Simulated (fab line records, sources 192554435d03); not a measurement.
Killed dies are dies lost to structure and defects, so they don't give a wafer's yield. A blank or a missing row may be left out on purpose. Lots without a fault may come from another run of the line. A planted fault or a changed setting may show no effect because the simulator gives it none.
Chamber matching | flow n5_finfet | N5_BEOL_M4_DEP_57 on pecvd-02: 3 sister chambers
The step deposits SiCN from 3MS/NH3, target thk 8 nm, time 14 s. 14 wafers are shown with their chamber, then 7 later ones without.

WAFERS WITH THEIR CHAMBER
wafer  | chamber | showerhead_plenum_p_Torr (Torr) | throttle_valve_pct (%)
L074.1 | 1       | 3.659                           | 8.8
L074.3 | 2       | 3.674                           | 9.3
L074.6 | 0       | 3.675                           | 8.8
L076.2 | 2       | 3.677                           | 9.2
L076.3 | 0       | 3.679                           | 9.0
L076.6 | 2       | 3.675                           | 9.5
L080.1 | 0       | 3.679                           | 8.8
L080.4 | 2       | 3.682                           | 9.4
L080.6 | 0       | 3.691                           | 8.8
L081.4 | 1       | 3.658                           | 9.0
L081.5 | 2       | 3.678                           | 9.1
L081.6 | 0       | 3.680                           | 9.0
L082.2 | 1       | 3.653                           | 8.9
L082.3 | 2       | 3.688                           | 9.4

SIGNATURES (means of the wafers above)
reading                  | chamber 0 | chamber 1 | chamber 2 | scatter within a chamber
showerhead_plenum_p_Torr | 3.68080   | 3.65667   | 3.67900   | 0.00524
throttle_valve_pct       | 8.880     | 8.900     | 9.317     | 0.127
Rule: a wafer's distance from a chamber is the root of the sum, over the readings, of the square of ((its reading less the chamber's mean) divided by the reading's scatter). The wafer belongs to the nearest chamber; if the next one is less than 2 further off, it can't be placed. The scatter: the root of (the sum of the squares of (reading less its chamber's mean) over the shown wafers, divided by (wafers less chambers)).

WAFERS WITHOUT THEIR CHAMBER
wafer  | showerhead_plenum_p_Torr (Torr) | throttle_valve_pct (%)
L082.6 | 3.656                           | 9.1
L087.2 | 3.688                           | 8.6
L087.3 | 3.683                           | 9.2
L087.6 | 3.685                           | 8.6
L095.1 | 3.689                           | 8.7
L095.2 | 3.673                           | 9.5
L095.4 | 3.680                           | 9.4

WHICH CHAMBER EACH WENT THROUGH
wafer  | from the rows above     | in truth
L082.6 | 1                       | 1
L087.2 | 0                       | 0
L087.3 | can't be placed: 2 or 0 | 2
L087.6 | 0                       | 0
L095.1 | 0                       | 0
L095.2 | 2                       | 2
L095.4 | 2                       | 2
Placed correctly: 6 of 7. Can't be placed from these rows: 1 (the true chamber is among the candidates in 1). Placed wrongly: 0.
